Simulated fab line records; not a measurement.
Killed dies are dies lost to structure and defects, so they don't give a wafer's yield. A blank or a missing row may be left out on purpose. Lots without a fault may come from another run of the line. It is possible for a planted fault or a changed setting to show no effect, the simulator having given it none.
fab line records | flow nand_harc
record lots=6 | wafers=18 | last_day=23
route steps=1159 shown THIN_TSV@1101 END@1159
lots untouched by any fault: they come from a run of this same line in which no faults occurred
start_h: start of the lot's first displayed wafer, in hours after the record's first day | wait_h: hours since the lot's step before | " identical to the entry in the row above | L1.1+2: a row that stands for several wafers | - no value, or no start given | * or withheld: withheld | < > ~ a bound
route shown NAME@n: a module of which the file shows steps, and the number in the route of the first | usual: mean and standard deviation over wafers with no fault | same: alike in all rows | chamber/n: place in a boat | sites: the reading at each site | _std_site: the values' standard deviation | _edge_site: mean of outer sites minus mean of inner sites | radius_mm: how far each site lies from the wafer's centre | mask NAME#n: copy n | behind: tool/chamber where the wafer was last shaped | hold: why the lot went on hold/how many hours it stayed there/how the hold came to an end | device: which transistor (n, p or np) failed to switch | end of line: at the end of the route, the tests of the same wafers | a step with no rows: only its recipe | killed: the dies lost at the first sort to structure and to defects; this is not the yield of the wafer | map: the dies of a wafer, with x for killed, . for not killed, _ for no die there
set.NAME: the setting that was run; set.NAME@STEP: the one run at that earlier step | model.NAME: the simulator's own value behind a step, which no gauge read
lots seen at some steps along the route; tables by step, rows by wafer
services: a tool's chamber out of use, with start hour (start_h, from the record's first day; less than 0 if before it), hours out, and reason
## steps
# step NHARC_THIN_TSV_GRIND_00
# recipe target_thk_um=6
# step NHARC_THIN_TSV_CMP_01
# recipe target_thk_um=3
# step NHARC_THIN_TSV_THK_MEAS_02
# recipe thk_meas_gauge=ir
# usual thk_nm=2996/230
lot.wafer | tool          | chamber | start_h | wait_h | thk_nm
L928.3    | film_metro-01 | -       | 442.77  | 0.2    | 3028
L928.4    | "             | -       | "       | "      | 2845
L928.5    | "             | -       | "       | "      | 2895
L937.2    | film_metro-01 | -       | 485.62  | 0.2    | 3048
L937.3    | "             | -       | "       | "      | 2567
L937.6    | "             | -       | "       | "      | 2544
L942.1    | film_metro-01 | -       | 501.87  | 0.2    | 2812
L942.2    | "             | -       | "       | "      | 2860
L942.3    | "             | -       | "       | "      | 2923
L941.1    | film_metro-01 | -       | 507.56  | 0.2    | 3231
L941.3    | "             | -       | "       | "      | 3392
L941.5    | "             | -       | "       | "      | 3535
L948.1    | film_metro-02 | -       | 531.78  | -      | 3049
L948.2    | "             | -       | "       | "      | 3282
L948.4    | "             | -       | "       | "      | 3367
L947.1    | film_metro-02 | -       | 532.97  | -      | 2995
L947.2    | "             | -       | "       | "      | 2968
L947.5    | "             | -       | "       | "      | 2972
# step NHARC_THIN_TSV_SRD_03
# step NHARC_THIN_TSV_PRECLEAN_41
# recipe time_s=* | temp_c=50 | bath_age_min=0 | chemistry=SC1
# step NHARC_THIN_TSV_SRD_42
# step NHARC_THIN_TSV_DEP_43
# recipe target_thk_a=13285 | temp_c=withheld | pressure_torr=6.5 | rf_w=900 | teos_flow_sccm=161.4 | flow_sccm=2650 | target_thk_nm=1328.5 | gas=O2 | material=SiO2
# step NHARC_THIN_TSV_DEHYDRATE_04
# recipe temp_c=150 | time_s=120
# step NHARC_THIN_TSV_HMDS_05
# recipe time_s=30
# step NHARC_THIN_TSV_COAT_06
# recipe spin_rpm=*
# step NHARC_THIN_TSV_SOFTBAKE_07
# recipe temp_c=122 | time_s=95
# step NHARC_THIN_TSV_EBR_08
# step NHARC_THIN_TSV_EXPOSE_09
# recipe na=0.55 | dose_mj=30.7 | mask_id=TSV
# usual exposure_dose_mJ_cm2=30.70/0.032
lot.wafer | tool           | chamber | start_h | wait_h | mask  | exposure_dose_mJ_cm2
L928.3    | krf_scanner-01 | 0       | 443.67  | -      | TSV#0 | 30.75
L928.4    | "              | 0       | "       | "      | TSV#0 | 30.72
L928.5    | "              | 0       | "       | "      | TSV#0 | 30.72
L937.2    | krf_scanner-04 | 0       | 486.52  | -      | TSV#0 | 30.69
L937.3    | "              | 0       | "       | "      | TSV#0 | 30.72
L937.6    | "              | 0       | "       | "      | TSV#0 | 30.65
L942.1    | krf_scanner-04 | 0       | 502.77  | -      | TSV#0 | 39.81
L942.2    | "              | 0       | "       | "      | TSV#0 | 39.82
L942.3    | "              | 0       | "       | "      | TSV#0 | 39.81
L941.1    | krf_scanner-04 | 0       | 508.33  | -      | TSV#0 | 39.83
L941.3    | "              | 0       | "       | "      | TSV#0 | 39.81
L941.5    | "              | 0       | "       | "      | TSV#0 | 39.82
L948.1    | krf_scanner-01 | 0       | 532.68  | -      | TSV#0 | 30.64
L948.2    | "              | 0       | "       | "      | TSV#0 | 30.68
L948.4    | "              | 0       | "       | "      | TSV#0 | 30.72
L947.1    | krf_scanner-01 | 0       | 533.75  | -      | TSV#0 | 30.71
L947.2    | "              | 0       | "       | "      | TSV#0 | 30.75
L947.5    | "              | 0       | "       | "      | TSV#0 | 30.70
# step NHARC_THIN_TSV_PEB_10
# recipe peb_temp_c=118 | peb_time_s=85
# step NHARC_THIN_TSV_DEVELOP_11
# recipe time_s=70
# step NHARC_THIN_TSV_CD_MEAS_12
# recipe target_cd_nm=1000 | landing_energy_ev=500
# usual cd_nm=1000.5/1.8
lot.wafer | tool      | chamber | start_h | wait_h | cd_nm
L928.3    | cd_sem-01 | 0       | 443.82  | -      | 999.6
L928.4    | "         | 0       | "       | "      | 999.9
L928.5    | "         | 0       | "       | "      | 999.4
L937.2    | cd_sem-03 | 0       | 486.67  | -      | 997.1
L937.3    | "         | 0       | "       | "      | 1001.1
L937.6    | "         | 0       | "       | "      | 1001.1
L942.1    | cd_sem-03 | 0       | 502.93  | -      | 1007.9
L942.2    | "         | 0       | "       | "      | 1010.6
L942.3    | "         | 0       | "       | "      | 1008.0
L941.1    | cd_sem-02 | 0       | 508.48  | -      | 1009.4
L941.3    | "         | 0       | "       | "      | 1005.8
L941.5    | "         | 0       | "       | "      | 1008.9
L948.1    | cd_sem-02 | 0       | 532.84  | -      | 998.4
L948.2    | "         | 0       | "       | "      | 1001.6
L948.4    | "         | 0       | "       | "      | 1002.2
L947.1    | cd_sem-03 | 0       | 533.90  | -      | 1004.3
L947.2    | "         | 0       | "       | "      | 1000.2
L947.5    | "         | 0       | "       | "      | 1001.3
# step NHARC_THIN_TSV_HARDBAKE_13
# recipe temp_c=125 | time_s=80
# step NHARC_THIN_TSV_DESCUM_14
# recipe time_s=3 | o2_flow_sccm=200 | ar_flow_sccm=0 | bias_power_w=0 | chemistry=O2
# usual drypump_motor_current_A=5.8/0.48 | oes_product_au=1.000/0.012 | rf_vpp_V=57.8/0.94 | showerhead_plenum_p_Torr=1.93/0.075 | throttle_valve_pct=11.311/0.0088
lot.wafer | tool        | chamber | start_h | wait_h | drypump_motor_current_A | oes_product_au | rf_hours_counter_h | rf_vpp_V | showerhead_plenum_p_Torr | throttle_valve_pct
L928.3    | rie_diel-13 | 0       | 443.98  | -      | 5.9                     | 0.992          | 15                 | 57.0     | 1.79                     | 11.291
L928.4    | "           | 2       | "       | "      | 5.4                     | 1.002          | 14                 | 57.5     | 2.00                     | 11.318
L928.5    | "           | 0       | "       | "      | 5.8                     | 0.984          | -                  | 56.1     | 1.79                     | 11.316
L937.2    | rie_diel-05 | 1       | 486.84  | -      | 6.4                     | 0.998          | 14                 | 56.3     | 2.00                     | 11.315
L937.3    | "           | 3       | "       | "      | 6.2                     | 0.978          | 15                 | 57.3     | 1.84                     | 11.325
L937.6    | "           | 1       | "       | "      | 6.3                     | 0.987          | -                  | 58.4     | 2.00                     | 11.304
L942.3    | rie_diel-02 | 3       | 503.09  | -      | 5.4                     | 1.006          | 12                 | 58.1     | 1.99                     | 11.304
L942.2    | "           | 0       | "       | "      | 6.3                     | 1.000          | 12                 | 56.6     | 1.93                     | 11.306
L942.1    | "           | 2       | "       | "      | 5.7                     | 1.006          | 10                 | 57.7     | 1.91                     | 11.330
L941.3    | rie_diel-05 | 2       | 508.64  | -      | 5.4                     | 1.003          | 18                 | 57.3     | 1.98                     | 11.306
L941.1    | "           | 1       | "       | "      | 6.4                     | 1.010          | 18                 | 58.2     | 2.00                     | 11.318
L941.5    | "           | 3       | "       | "      | 6.2                     | 0.984          | -                  | 56.5     | 1.84                     | 11.315
L948.4    | rie_diel-13 | 0       | 533.00  | -      | 5.9                     | 0.996          | 5                  | 56.9     | 1.79                     | 11.309
L948.1    | "           | 1       | "       | "      | 4.8                     | 1.007          | 4                  | 57.0     | 1.85                     | 11.316
L948.2    | "           | 2       | "       | "      | 5.4                     | 0.998          | 5                  | 57.3     | 2.00                     | 11.308
L947.1    | rie_diel-02 | 1       | 534.06  | -      | 5.7                     | 1.023          | 2                  | 56.6     | 2.06                     | 11.314
L947.2    | "           | 2       | "       | "      | 5.7                     | 1.011          | 2                  | 56.3     | 1.91                     | 11.320
L947.5    | "           | 2       | "       | "      | 5.7                     | 0.998          | -                  | 60.1     | 1.91                     | 11.322
# step NHARC_THIN_TSV_ETCH_44
# recipe target_depth_a=15942 | time_s=797.1 | cf4_flow_sccm=150 | o2_flow_sccm=10 | ar_flow_sccm=0 | rf_w=300 | bias_w=800 | chemistry=CF4/O2
# step NHARC_THIN_TSV_ETCH_15
# recipe target_depth_a=30000 | bosch_target_overetch_cycles=2 | bosch_etch_step_s=2.8 | bosch_dep_step_s=1.2 | bosch_cycles=14
# step NHARC_THIN_TSV_CD_MEAS_16
# usual cd_nm=1000.6/1.9
lot.wafer | tool      | chamber | start_h | wait_h | cd_nm
L928.3    | cd_sem-01 | -       | 444.85  | 0.1    | 1000.8
L928.4    | "         | -       | "       | "      | 1000.9
L928.5    | "         | -       | "       | "      | 999.1
L937.2    | cd_sem-03 | -       | 487.64  | 0.1    | 997.3
L937.3    | "         | -       | "       | "      | 1001.8
L937.6    | "         | -       | "       | "      | 1001.7
L942.1    | cd_sem-01 | -       | 503.90  | 0.1    | 1008.4
L942.2    | "         | -       | "       | "      | 1010.3
L942.3    | "         | -       | "       | "      | 1008.8
L941.1    | cd_sem-02 | -       | 509.45  | 0.1    | 1009.3
L941.3    | "         | -       | "       | "      | 1006.5
L941.5    | "         | -       | "       | "      | 1009.1
L948.1    | cd_sem-01 | -       | 533.80  | 0.1    | 998.4
L948.2    | "         | -       | "       | "      | 1001.0
L948.4    | "         | -       | "       | "      | 1001.2
L947.1    | cd_sem-02 | -       | 534.86  | 0.1    | 1003.9
L947.2    | "         | -       | "       | "      | 1001.1
L947.5    | "         | -       | "       | "      | 1001.1
# step NHARC_THIN_TSV_STRIP_45
# recipe power_w=1500 | temp_c=250 | chemistry=O2
# step NHARC_THIN_TSV_STRIP_46
# recipe time_s=1200 | temp_c=72.5 | chemistry=post_etch_residue_remover
# step NHARC_THIN_TSV_DEP_47
# recipe target_thk_a=2000 | temp_c=withheld | pressure_torr=6.5 | rf_w=900 | teos_flow_sccm=161.4 | flow_sccm=2650 | target_thk_nm=200 | gas=O2 | material=SiO2
# step NHARC_THIN_TSV_ETCHBACK_48
# recipe target_depth_a=10285 | over_etch_frac=0.3 | time_s=405.17 | ion_energy_ev=250 | c4f8_flow_sccm=withheld | ar_flow_sccm=withheld | rf_w=600 | bias_w=300 | chemistry=C4F8/Ar
# step NHARC_THIN_TSV_STRIP_62
# recipe power_w=1500 | temp_c=250 | time_s=20 | chemistry=N2/H2
# usual drypump_motor_current_A=5.8/0.58 | heater_power_w=328/13
lot.wafer | tool            | chamber | start_h | wait_h | drypump_motor_current_A | heater_power_w | rf_hours_counter_h
L928.3    | plasma_asher-02 | 1       | 446.80  | -      | 6.6                     | 335            | -
L928.4    | "               | 0       | "       | "      | 5.1                     | 318            | -
L928.5    | "               | 1       | "       | "      | 6.6                     | 336            | -
L937.2    | plasma_asher-01 | 1       | 489.38  | -      | 5.9                     | 322            | 8
L937.3    | "               | 0       | "       | "      | 5.8                     | 338            | -
L937.6    | "               | 0       | "       | "      | 5.9                     | 341            | -
L942.1    | plasma_asher-02 | 1       | 505.60  | -      | 6.6                     | 335            | 46
L942.2    | "               | 0       | "       | "      | 5.1                     | 306            | 46
L942.3    | "               | 0       | "       | "      | 5.1                     | 309            | -
L941.1    | plasma_asher-01 | 0       | 511.09  | -      | 5.8                     | 335            | 15
L941.3    | "               | 0       | "       | "      | 5.8                     | 343            | -
L941.5    | "               | 0       | "       | "      | 5.9                     | 348            | -
L948.1    | plasma_asher-02 | 0       | 535.57  | -      | 5.1                     | 315            | 54
L948.2    | "               | 1       | "       | "      | 6.6                     | 334            | 54
L948.4    | "               | 0       | "       | "      | 5.1                     | 316            | -
L947.2    | plasma_asher-02 | 0       | 536.53  | -      | 5.1                     | 315            | 54
L947.1    | "               | 1       | "       | "      | 6.6                     | 336            | 54
L947.5    | "               | 1       | "       | "      | 6.6                     | 341            | -
# step NHARC_THIN_TSV_DEGAS_49
# recipe temp_c=300 | time_s=120
# usual heater_power_w=492/51
lot.wafer | tool           | chamber | start_h | wait_h | heater_power_w
L928.3    | pvd_sputter-02 | -       | 446.93  | 0.1    | 613
L928.4    | "              | -       | "       | "      | 403
L928.5    | "              | -       | "       | "      | 522
L937.3    | pvd_sputter-03 | -       | 489.56  | 0.1    | 486
L937.2    | "              | -       | "       | "      | 457
L937.6    | "              | -       | "       | "      | 446
L942.1    | pvd_sputter-01 | -       | 505.80  | 0.2    | 466
L942.2    | "              | -       | "       | "      | 515
L942.3    | "              | -       | "       | "      | 481
L941.1    | pvd_sputter-01 | -       | 511.28  | 0.2    | 515
L941.3    | "              | -       | "       | "      | 479
L941.5    | "              | -       | "       | "      | 515
L948.2    | pvd_sputter-02 | -       | 535.74  | 0.1    | 618
L948.4    | "              | -       | "       | "      | 403
L948.1    | "              | -       | "       | "      | 527
L947.2    | pvd_sputter-03 | -       | 536.70  | 0.1    | 457
L947.1    | "              | -       | "       | "      | 492
L947.5    | "              | -       | "       | "      | 456
# step NHARC_THIN_TSV_PRE_CLEAN_50
# recipe time_s=30 | temp_c=280 | gas=H2/He
# step NHARC_THIN_TSV_PVD_19
# recipe target_thk_a=200 | chamber_pressure_pa=5 | material=TaN
# step NHARC_THIN_TSV_PVD_51
# recipe target_thk_a=1000 | chamber_pressure_pa=5 | material=Cu
# step NHARC_THIN_TSV_ECD_20
# recipe target_thk_a=20000 | material=Cu
# step NHARC_THIN_TSV_ANNEAL_52
# recipe temp_c=225 | time_s=90
# step NHARC_THIN_TSV_CMP_21
# recipe t_overpolish_s=30 | target_thk_nm=2000
# step NHARC_THIN_TSV_SRD_23
# step NHARC_THIN_TSV_DEGAS_53
# recipe temp_c=300 | time_s=60
# usual heater_power_w=489/58
lot.wafer | tool           | chamber | start_h | wait_h | heater_power_w
L928.3    | pvd_sputter-03 | -       | 448.95  | 0.1    | 418
L928.4    | "              | -       | "       | "      | 472
L928.5    | "              | -       | "       | "      | 460
L937.2    | pvd_sputter-03 | -       | 491.57  | 0.1    | 417
L937.3    | "              | -       | "       | "      | 494
L937.6    | "              | -       | "       | "      | 494
L942.1    | pvd_sputter-01 | -       | 507.78  | 0.1    | 485
L942.3    | "              | -       | "       | "      | 518
L942.2    | "              | -       | "       | "      | 481
L941.3    | pvd_sputter-03 | -       | 513.25  | 0.1    | 409
L941.1    | "              | -       | "       | "      | 491
L941.5    | "              | -       | "       | "      | 424
L948.4    | pvd_sputter-02 | -       | 537.78  | 0.1    | 514
L948.2    | "              | -       | "       | "      | 414
L948.1    | "              | -       | "       | "      | 631
L947.2    | pvd_sputter-03 | -       | 538.73  | 0.1    | 454
L947.1    | "              | -       | "       | "      | 465
L947.5    | "              | -       | "       | "      | 467
# step NHARC_THIN_TSV_PRE_CLEAN_54
# recipe time_s=30 | temp_c=280 | gas=H2/He
# usual heater_power_w=428/49
lot.wafer | tool           | chamber | start_h | wait_h | heater_power_w
L928.4    | pvd_sputter-03 | -       | 449.03  | 0.0    | 377
L928.3    | "              | -       | "       | "      | 430
L928.5    | "              | -       | "       | "      | 368
L937.3    | pvd_sputter-03 | -       | 491.67  | 0.1    | 399
L937.2    | "              | -       | "       | "      | 404
L937.6    | "              | -       | "       | "      | 368
L942.3    | pvd_sputter-01 | -       | 507.86  | 0.1    | 427
L942.2    | "              | -       | "       | "      | 403
L942.1    | "              | -       | "       | "      | 429
L941.3    | pvd_sputter-03 | -       | 513.32  | 0.1    | 411
L941.1    | "              | -       | "       | "      | 420
L941.5    | "              | -       | "       | "      | 364
L948.4    | pvd_sputter-02 | -       | 537.86  | 0.1    | 545
L948.1    | "              | -       | "       | "      | 457
L948.2    | "              | -       | "       | "      | 354
L947.1    | pvd_sputter-03 | -       | 538.82  | 0.1    | 404
L947.2    | "              | -       | "       | "      | 363
L947.5    | "              | -       | "       | "      | 408
# step NHARC_THIN_TSV_PVD_55
# recipe target_thk_a=500 | material=TiN
# step NHARC_THIN_TSV_PVD_24
# recipe target_thk_a=8000 | power_w=withheld | chamber_pressure_pa=withheld | substrate_temp_c=withheld | time_s=withheld | gas=Ar | material=Al
# step NHARC_THIN_TSV_DEHYDRATE_25
# recipe temp_c=150 | time_s=120
# step NHARC_THIN_TSV_HMDS_26
# recipe time_s=30
# step NHARC_THIN_TSV_COAT_27
# recipe spin_rpm=*
# step NHARC_THIN_TSV_CD_MEAS_37
# usual cd_nm=4999.3/2.6
lot.wafer | tool      | chamber | start_h | wait_h | cd_nm
L928.3    | cd_sem-03 | -       | 451.42  | -      | 5000.8
L928.4    | "         | -       | "       | "      | 5001.4
L928.5    | "         | -       | "       | "      | 4999.2
L937.2    | cd_sem-01 | -       | 494.05  | -      | 4996.7
L937.3    | "         | -       | "       | "      | 5002.1
L937.6    | "         | -       | "       | "      | 4999.1
L942.1    | cd_sem-03 | -       | 510.37  | -      | 5006.7
L942.2    | "         | -       | "       | "      | 5008.0
L942.3    | "         | -       | "       | "      | 5006.5
L941.1    | cd_sem-02 | -       | 515.81  | -      | 5008.7
L941.3    | "         | -       | "       | "      | 5005.3
L941.5    | "         | -       | "       | "      | 5007.9
L948.1    | cd_sem-01 | -       | 540.47  | -      | 4996.4
L948.2    | "         | -       | "       | "      | 4999.0
L948.4    | "         | -       | "       | "      | 5000.5
L947.1    | cd_sem-01 | -       | 541.64  | -      | 5001.0
L947.2    | "         | -       | "       | "      | 5000.6
L947.5    | "         | -       | "       | "      | 5000.9
# step NHARC_END_SORT_01
# recipe temp_c=25
# usual defect_limited_yield=95.1/1.3 | killed_at_array=29/8.4 | killed_at_other=0.7/1.2 | killed_at_periphery=3.8/2.1 | killed_dies=33/9 | killed_open=3.4/2 | killed_short=2.1/1.4 | sort_bin_2_pct=1.5/0.56 | sort_bin_3_pct=0.26/0.2 | sort_bin_4_pct=3.1/0.91 | sort_n_pass=644/9 | sort_rim_yield_pct=96.2/2.2 | sort_yield_pct=95.1/1.3
# same gross_dies=677 | sort_bin_5_pct[%]=0 | sort_bin_6_pct[%]=0 | sort_bin_7_pct[%]=0 | sort_bin_8_pct[%]=0 | sort_rim_n_gross=106.00
lot.wafer | tool      | chamber | start_h | wait_h | defect_limited_yield[%] | killed_at_array | killed_at_other | killed_at_periphery | killed_dies | killed_open | killed_short | sort_bin_2_pct[%] | sort_bin_3_pct[%] | sort_bin_4_pct[%] | sort_n_pass | sort_rim_yield_pct[%] | sort_yield_pct[%]
L928.3    | prober-02 | 0       | 497.08  | 3.1    | 96.3                    | 21              | 1               | 3                   | 25          | 4           | 0            | 1.3               | 0.15              | 2.2               | 652         | 98.1                  | 96.3
L928.4    | prober-02 | 0       | 497.88  | 3.4    | 96.5                    | 20              | 1               | 3                   | 24          | 2           | 3            | 1.5               | 0.30              | 1.8               | 653         | 95.3                  | 96.5
L928.5    | prober-02 | 0       | 498.67  | 3.7    | 96.6                    | 19              | 0               | 4                   | 23          | 5           | 3            | 0.7               | 0.15              | 2.5               | 654         | 97.2                  | 96.6
L937.2    | prober-02 | 0       | 527.42  | 2.8    | 94.8                    | 32              | 0               | 3                   | 35          | 5           | 3            | 1.9               | 0.44              | 2.8               | 642         | 94.3                  | 94.8
L937.3    | prober-02 | 0       | 528.23  | 3.1    | 95.1                    | 31              | 0               | 2                   | 33          | 0           | 4            | 1.2               | 0.59              | 3.1               | 644         | 96.2                  | 95.1
L937.6    | prober-02 | 0       | 530.63  | 4.0    | 95.3                    | 30              | 0               | 2                   | 32          | 2           | 3            | 1.6               | 0.30              | 2.8               | 645         | 98.1                  | 95.3
# killed by level:class
L928.3 A_SLIT:chamber_film_flake=7 A_CHANNEL_HOLE_D1:chamber_film_flake=4 A_STAIRCASE:chamber_film_flake=4 A_M1:geometric_particle:open=2 A_CONTACT:chamber_film_flake=2 A_M0:geometric_particle:open=1 STARTING-WAFER:geometric_particle:open=1 P_GATE:chamber_film_flake=1
L928.4 A_SLIT:chamber_film_flake=8 A_CHANNEL_HOLE_D1:chamber_film_flake=3 A_STAIRCASE:chamber_film_flake=3 A_WL_FILL:geometric_particle:short=2 P_M1:chamber_film_flake=2 A_CONTACT:chamber_film_flake=2 P_CONTACT:geometric_particle:short=1 A_CHANNEL_FILL_D1:geometric_particle:open=1
L928.5 A_SLIT:chamber_film_flake=6 A_CONTACT:chamber_film_flake=5 P_GATE:geometric_particle:open=3 A_CHANNEL_HOLE_D1:chamber_film_flake=2 A_CHANNEL_HOLE_D1:geometric_particle:short=1 A_SGD_CUT:geometric_particle:short=1 A_CONTACT:geometric_particle:open=1 A_BLC:geometric_particle:open=1
L937.2 A_CHANNEL_HOLE_D1:chamber_film_flake=13 A_M0:chamber_film_flake=5 A_WL_FILL:geometric_particle:open=3 A_CONTACT:chamber_film_flake=3 P_STI:chamber_film_flake=2 A_CHANNEL_FILL_D1:chamber_film_flake=2 A_STAIRCASE:chamber_film_flake=2 P_M0:geometric_particle:short=1
L937.3 A_CHANNEL_HOLE_D1:chamber_film_flake=21 A_STAIRCASE:chamber_film_flake=3 A_SGD_CUT:geometric_particle:short=1 A_WL_FILL:geometric_particle:short=1 A_CONTACT:geometric_particle:short=1 A_BLC:geometric_particle:short=1 P_ZERO_WELL:chamber_film_flake=1 P_CONTACT:chamber_film_flake=1
L937.6 A_CHANNEL_HOLE_D1:chamber_film_flake=19 A_WL_FILL:geometric_particle:short=3 P_CONTACT:chamber_film_flake=2 A_CHANNEL_FILL_D1:chamber_film_flake=2 A_WL_FILL:chamber_film_flake=2 A_ONON_D1:geometric_particle:open=1 A_CHANNEL_FILL_D1:geometric_particle:open=1 A_STAIRCASE:chamber_film_flake=1
## services
tool            | chamber | start_h | hours | kind
rie_diel-05     | 0       | 423.30  | -     | clean
rie_diel-05     | 1       | 423.30  | -     | clean
rie_diel-05     | 2       | 423.30  | -     | clean
krf_scanner-01  | -       | 428.00  | 4.0   | pm
plasma_asher-02 | -       | 442.51  | 2.2   | repair
rie_diel-13     | -       | 453.00  | 9.0   | pm
plasma_asher-01 | -       | 453.42  | 9.0   | pm
pvd_sputter-03  | -       | 458.00  | 10.0  | pm
rie_diel-05     | 1       | 466.88  | 7.2   | repair
krf_scanner-04  | -       | 470.02  | 4.0   | pm
krf_scanner-04  | -       | 477.39  | 0.5   | repair
rie_diel-02     | 0       | 494.94  | 3.1   | repair
rie_diel-13     | 1       | 499.79  | 8.0   | repair
rie_diel-02     | -       | 504.99  | 9.0   | pm
plasma_asher-02 | -       | 511.01  | 2.0   | repair
pvd_sputter-01  | -       | 514.01  | 10.0  | pm
pvd_sputter-02  | -       | 516.20  | 1.8   | repair
rie_diel-05     | -       | 517.80  | 9.0   | pm
krf_scanner-04  | -       | 521.19  | 2.6   | repair
krf_scanner-01  | 0       | 521.87  | -     | calibration
krf_scanner-04  | -       | 530.86  | 10.1  | repair
plasma_asher-02 | -       | 538.55  | 9.0   | pm
plasma_asher-02 | 0       | 538.55  | 9.0   | vent_cycle
plasma_asher-02 | 1       | 538.55  | 9.0   | vent_cycle
## key
first_sign step=NHARC_THIN_TSV_EXPOSE_09 | reading=exposure_dose_mJ_cm2 | direction=up | sigmas=99+ | usual=30.70 | struck=39.82
effect step=NHARC_THIN_TSV_CD_MEAS_12 | reading=cd_nm | direction=up | sigmas=4.4 | usual=1000.5 | struck=1008.4
effect step=NHARC_THIN_TSV_CD_MEAS_16 | reading=cd_nm | direction=up | sigmas=4.2 | usual=1000.6 | struck=1008.7
effect step=NHARC_THIN_TSV_CD_MEAS_37 | reading=cd_nm | direction=up | sigmas=3 | usual=4999.3 | struck=5007.2
met_at NHARC_THIN_TSV_EXPOSE_09
struck_wafers L941.1,L941.3,L941.5,L942.1,L942.2,L942.3
onset_between 486.52 502.77
fault kind=process_parameter_drift | tool=krf_scanner-04 | chamber=- | onset_h=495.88 | steps=NHARC_THIN_TSV_EXPOSE_09 | channel=dose_mj | offset=9.1349 | shape=step | acts_in=these_recipes_only | stated=30.7
